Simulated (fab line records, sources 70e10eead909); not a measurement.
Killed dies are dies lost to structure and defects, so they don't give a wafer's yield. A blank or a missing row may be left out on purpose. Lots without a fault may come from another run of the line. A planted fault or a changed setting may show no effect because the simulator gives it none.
Chamber matching | flow nand_harc | NHARC_P_M2_CMP_23 on cmp-03: 4 sister chambers
The step polishes, t overpolish 20 s, target thk 144.3 nm. 16 wafers are shown with their chamber, then 8 later ones without.

WAFERS WITH THEIR CHAMBER
wafer  | chamber | motor_current_A (A) | time_to_endpoint_s (s)
L080.3 | 1       | 12.9                | 28.0
L080.5 | 3       | 13.3                | 30.7
L080.6 | 0       | 12.8                | 28.6
L083.1 | 0       | 12.5                | 27.0
L083.2 | 2       | 10.7                | 26.0
L083.5 | 2       | 9.7                 | 25.8
L081.2 | 0       | 12.6                | 28.8
L081.4 | 3       | 12.6                | 29.8
L081.6 | 0       | 13.0                | 29.1
L085.1 | 1       | 13.4                | 29.0
L085.3 | 3       | 12.2                | 27.6
L085.6 | 2       | 10.7                | 26.0
L089.1 | 2       | 10.5                | 28.0
L089.2 | 1       | 13.3                | 24.7
L089.4 | 0       | 13.4                | 29.0
L088.1 | 2       | 10.4                | 27.1

SIGNATURES (means of the wafers above)
reading            | chamber 0 | chamber 1 | chamber 2 | chamber 3 | scatter within a chamber
motor_current_A    | 12.860    | 13.200    | 10.400    | 12.700    | 0.403
time_to_endpoint_s | 28.500    | 27.233    | 26.580    | 29.367    | 1.35
Rule: a wafer's distance from a chamber is the root of the sum, over the readings, of the square of ((its reading less the chamber's mean) divided by the reading's scatter). The wafer belongs to the nearest chamber; if the next one is less than 2 further off, it can't be placed. The scatter: the root of (the sum of the squares of (reading less its chamber's mean) over the shown wafers, divided by (wafers less chambers)).

WAFERS WITHOUT THEIR CHAMBER
wafer  | motor_current_A (A) | time_to_endpoint_s (s)
L088.4 | 12.6                | 27.1
L088.6 | 13.0                | 28.2
L095.1 | 13.4                | 24.2
L095.3 | 12.3                | 24.7
L095.4 | 10.2                | 26.4
L097.2 | 10.2                | 26.8
L097.4 | 12.8                | 24.6
L097.5 | 10.7                | 26.7

WHICH CHAMBER EACH WENT THROUGH
wafer  | from the rows above               | in truth
L088.4 | can't be placed: 0 or 1 or 3      | 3
L088.6 | can't be placed: 0 or 1 or 3      | 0
L095.1 | can't be placed: 1 or 0 or 3      | 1
L095.3 | can't be placed: 1 or 0 or 3 or 2 | 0
L095.4 | 2                                 | 2
L097.2 | 2                                 | 2
L097.4 | can't be placed: 1 or 0 or 3      | 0
L097.5 | 2                                 | 2
Placed correctly: 3 of 8. Can't be placed from these rows: 5 (the true chamber is among the candidates in 5). Placed wrongly: 0.
